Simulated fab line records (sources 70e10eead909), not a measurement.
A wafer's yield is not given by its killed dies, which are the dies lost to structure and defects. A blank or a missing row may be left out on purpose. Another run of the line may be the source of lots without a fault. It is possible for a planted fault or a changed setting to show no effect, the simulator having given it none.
Problem report in the 8D (eight disciplines) form, filled by code    flow nandHarc    the parts of the form that need people (team, actions taken, sign-off) are left out

## 1. PROBLEM STATEMENT
NHARC_THIN_TSV_ETCH_59, oesProductAu: mean 0.915 a.u. over 1 wafer from 1 lot; wafers with no fault: 1.002 a.u., standard deviation 0.0092. Relative to the usual mean, that is a shift of -9.5 standard deviations.
The step: etches the open film in Cl2/BCl3, target depth 880 nm, time 138.1 s.
First observed at day 24 02:53: wafer L286.3, on rieMetal-02. At this step, 39 wafers from 13 lots have a number in the record. By rule, "out" or "out of limits" means more than 4 standard deviations away from the usual mean. Any other wafer with a number is counted as sound.

## 2. WHAT IT IS AND WHAT IT IS NOT
question                     is                 is not
which readings at this step  oesProductAu       chamberPressureMTorr, drypumpMotorCurrentA, throttleValvePct
which lots                   L286               L272, L273, L274, L275, L277, L279, L282, L287, L288, L289, L293, L294
which wafers of those lots   L286.3             L286.1, L286.6
read on which tools          rieMetal-02        rieMetal-01, rieMetal-03
when                         from day 24 02:53  up to then (23 sound wafers); but 15 sound wafers of L287, L288, L289, L293, L294 came after

## 3. THE SUSPECTS, EACH WITH WHAT RULES IT OUT
Counting: any tool at a process step up to the reading remains a suspect provided it ran every lot that is out. Sound lots after the first of them don't rule it out here, since some wafers of a struck lot are sound.
- rieDiel-02 at NHARC_THIN_TSV_DESCUM_14 (chemistry O2, time 3 s): kept. The lot that is out, L286, ran on it at day 23 20:46; the last sound lot it ran before that was L275, at day 20 17:07.
- pvdSputter-03 at NHARC_THIN_TSV_DEGAS_49 (time 120 s): kept. It ran the lot that is out, L286 (day 23 23:26).
- rieMetal-02 at NHARC_THIN_TSV_ETCH_59 (etches the open film in Cl2/BCl3, target depth 880 nm, time 138.1 s): kept. The lot that is out, L286, ran on it at day 24 02:53; the last sound lot it ran before that was L282, at day 23 15:49. On those wafers its own readings are out: oesProductAu.
- The sound lot-mates ran in chamber 2 of rieDiel-02 at NHARC_THIN_TSV_DESCUM_14, but the wafers that are out ran in chamber 3.
Still standing after the count: rieDiel-02 at NHARC_THIN_TSV_DESCUM_14, pvdSputter-03 at NHARC_THIN_TSV_DEGAS_49, rieMetal-02 at NHARC_THIN_TSV_ETCH_59.

## 4. THE CAUSE (what the simulator had put in)
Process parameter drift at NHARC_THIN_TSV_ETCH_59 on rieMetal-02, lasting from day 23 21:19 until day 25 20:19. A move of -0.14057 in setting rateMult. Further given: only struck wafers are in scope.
Counting leaves 3 suspects; this tool is one of them.

## 5. SEQUENCE OF EFFECTS, ordered by route
One row per reading whose mean, taken over the struck wafers that have a number, lies over 3 standard deviations from the usual. Readings are gone through only where the record gives a usual standard deviation; hours: the median, over the lots, of the time from a lot's start at the first step in this table giving one to that lot's start at this step; sigmas: the change measured in usual standard deviations.
hours  step                    reading       usual       on struck wafers  change  sigmas
0      NHARC_THIN_TSV_ETCH_59  oesProductAu  1.002 a.u.  0.915             -0.087  -9.5
The process steps in it:
- NHARC_THIN_TSV_ETCH_59: etches the open film in Cl2/BCl3, target depth 880 nm, time 138.1 s.
Later measuring or inspecting steps at which every struck wafer that the step has a row for has a number for every such reading, and none has moved that far: NHARC_THIN_TSV_CD_MEAS_37.

## 6. HOW IT WOULD HAVE BEEN CAUGHT EARLIER
6 hours passed between the start of the fault at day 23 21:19 and the first reading out of limits in this record, taken at day 24 02:53.
